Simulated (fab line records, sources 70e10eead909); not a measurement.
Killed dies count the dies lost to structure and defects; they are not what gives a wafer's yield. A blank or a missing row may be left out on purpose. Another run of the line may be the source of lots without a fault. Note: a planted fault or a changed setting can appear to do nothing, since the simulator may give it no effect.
fab line records    flow nandHarc
[record] lots = 5  wafers = 15  lastDay = 31
route steps=1302 shown A_STAIRCASE@798
lots untouched by any fault: they come from a run of this same line in which no faults occurred
startH: hours from the record's first day to the start of the lot's first wafer shown    waitH: hours since the lot's step before    " repeats the value in the row above    L1.1+2: one row covering several wafers at once    - no value present, or no start provided    * or withheld: withheld    < > ~ a bound
route shown NAME@n: names a module that has steps shown in the file, with the first one's number in the route    usual: the fault-free wafers' mean and standard deviation    same: alike in all rows    chamber/n: place in a boat    sites: readings site by site    _std_site: the standard deviation of these    _edge_site: the outer-site mean with the inner-site mean subtracted    radiusMm: for every site, how far away it sits from the centre of the wafer    mask NAME#n: copy n    behind: the tool/chamber that last shaped the wafer    hold: the reason the lot was held/the length of the hold in hours/how it ended    device: the transistor (n, p or np) that didn't switch    end of line: tests run on the same wafers once the route is complete    step lacking rows: just its recipe    killed: the dies lost at the first sort to structure and to defects; this is not the yield of the wafer    map: per-die view of a wafer (x killed, . not killed, _ where there is no die)
set.NAME: the setting that was run; set.NAME@STEP: the one run at that earlier step    model.NAME: the simulator's own value behind a step, which no gauge read
certain route steps with their lots: each step a table, each wafer a row
services: a tool's chamber out of use, with start hour (startH, from the record's first day; less than 0 if before it), hours out, and reason
[[steps]]
[step NHARC_A_STAIRCASE_HMDS_282]
[recipe] timeS = 30
[same] timeS = 30
lot.wafer   tool           chamber  startH  waitH
L074.1+2+4  lithoTrack-02  0        -       -
L078.1+3+6  lithoTrack-03  0        -       -
L083.1+2+4  lithoTrack-07  0        -       -
L092.1+4+6  lithoTrack-07  0        -       -
L094.2+4+6  lithoTrack-07  0        -       -
[step NHARC_A_STAIRCASE_COAT_283]
[recipe] spinRpm = 1200
lot.wafer   tool           chamber  startH  waitH
L074.1+2+4  lithoTrack-02  0        -       -
L078.1+3+6  lithoTrack-03  0        -       -
L083.1+2+4  lithoTrack-07  0        -       -
L092.1+4+6  lithoTrack-07  0        -       -
L094.2+4+6  lithoTrack-07  0        -       -
[step NHARC_A_STAIRCASE_SOFTBAKE_284]
[recipe] tempC = 135  timeS = 170
[same] timeS = 170
lot.wafer   tool           chamber  startH  waitH
L074.1+2+4  lithoTrack-02  0        -       -
L078.1+3+6  lithoTrack-03  0        -       -
L083.1+2+4  lithoTrack-07  0        -       -
L092.1+4+6  lithoTrack-07  0        -       -
L094.2+4+6  lithoTrack-07  0        -       -
[step NHARC_A_STAIRCASE_EBR_285]
lot.wafer   tool           chamber  startH  waitH
L074.1+2+4  lithoTrack-02  0        -       -
L078.1+3+6  lithoTrack-03  0        -       -
L083.1+2+4  lithoTrack-07  0        -       -
L092.1+4+6  lithoTrack-07  0        -       -
L094.2+4+6  lithoTrack-07  0        -       -
[step NHARC_A_STAIRCASE_EXPOSE_286]
[recipe] na = 0.5  doseMj = 25.01  maskId = CHOP_100
[same] na = 0.5
lot.wafer   tool           chamber  startH  waitH  mask
L074.1+2+4  krfScanner-02  0        366.73  -      CHOP_100#0
L078.1+3+6  krfScanner-04  0        412.78  -      CHOP_100#0
L083.1+2+4  krfScanner-02  0        475.69  -      CHOP_100#0
L092.1+4+6  krfScanner-02  0        557.38  -      CHOP_100#0
L094.2+4+6  krfScanner-04  0        574.24  -      CHOP_100#0
[step NHARC_A_STAIRCASE_PEB_287]
[recipe] pebTempC = 115  pebTimeS = 130
lot.wafer   tool           chamber  startH  waitH
L074.1+2+4  lithoTrack-03  0        366.79  0.1
L078.1+3+6  lithoTrack-02  0        412.85  0.1
L083.1+2+4  lithoTrack-02  0        475.75  0.1
L092.1+4+6  lithoTrack-03  0        557.45  0.1
L094.2+4+6  lithoTrack-02  0        574.30  0.1
[step NHARC_A_STAIRCASE_DEVELOP_288]
[recipe] timeS = 140
[same] timeS = 140
lot.wafer   tool           chamber  startH  waitH
L074.1+2+4  lithoTrack-03  0        -       -
L078.1+3+6  lithoTrack-02  0        -       -
L083.1+2+4  lithoTrack-02  0        -       -
L092.1+4+6  lithoTrack-03  0        -       -
L094.2+4+6  lithoTrack-02  0        -       -
[step NHARC_A_STAIRCASE_HARDBAKE_290]
[recipe] tempC = 120  timeS = 140
[same] timeS = 140
lot.wafer   tool           chamber  startH  waitH
L074.1+2+4  lithoTrack-07  0        367.01  -
L078.1+3+6  lithoTrack-07  0        413.06  -
L083.1+2+4  lithoTrack-02  0        475.97  -
L092.1+4+6  lithoTrack-02  0        557.67  -
L094.2+4+6  lithoTrack-03  0        574.52  -
[[services]]
tool           chamber  startH  hours  kind
krfScanner-04  -        354.01  4.0    pm
lithoTrack-02  -        402.00  7.0    pm
lithoTrack-07  -        426.00  7.0    pm
krfScanner-02  -        431.72  0.3    repair
lithoTrack-07  -        434.24  -      consumableReplace:filter
krfScanner-02  -        438.00  4.0    pm
lithoTrack-03  -        450.00  7.0    pm
krfScanner-02  0        486.31  -      calibration
krfScanner-04  0        489.74  -      calibration
krfScanner-04  -        526.01  4.0    pm
krfScanner-04  -        552.08  0.8    repair
krfScanner-02  -        571.68  0.6    repair
[[key]]
fault none
